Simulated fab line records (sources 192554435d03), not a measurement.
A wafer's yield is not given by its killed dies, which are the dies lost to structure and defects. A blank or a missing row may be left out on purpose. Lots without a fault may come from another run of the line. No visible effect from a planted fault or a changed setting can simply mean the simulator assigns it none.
Chamber matching ; flow n5 finfet ; ald metal-03 running N5_BEOL_M9_ALD_74: 4 sister chambers
The step deposits TaN, target thk 2 nm, pulse time 2 s, purge time 3 s. 4 wafers are shown with their chamber, then 7 later ones without.

WAFERS, EACH WITH ITS CHAMBER
wafer;chamber;heater power w (W)
L083.2;2;393
L083.5;1;488
L085.1;3;449
L085.4;0;340

WAFERS WITH NO CHAMBER GIVEN
wafer;heater power w (W)
L085.6;397
L095.2;401
L095.3;484
L095.6;403
L096.1;452
L096.2;477
L096.5;457

WHICH CHAMBER EACH WENT THROUGH
wafer;from the rows above;in truth
L085.6;2;2
L095.2;2;2
L095.3;1;1
L095.6;2;2
L096.1;3;3
L096.2;1;1
L096.5;3;3
Correctly placed: 7 of 7. Number that these rows cannot place: 0. Placed wrongly: 0.
How it was worked out, from the rows above alone: a wafer's distance from a chamber is the root of the sum, over the readings, of the square of ((its reading less the chamber's mean) divided by the reading's scatter). The wafer belongs to the nearest chamber; if the next one is less than 2 further off, it can't be placed. A chamber's mean is the mean of its shown wafers. The scatter: with one shown wafer a chamber, the root of the mean of the squares of how far each hidden wafer lies from its nearest shown one.
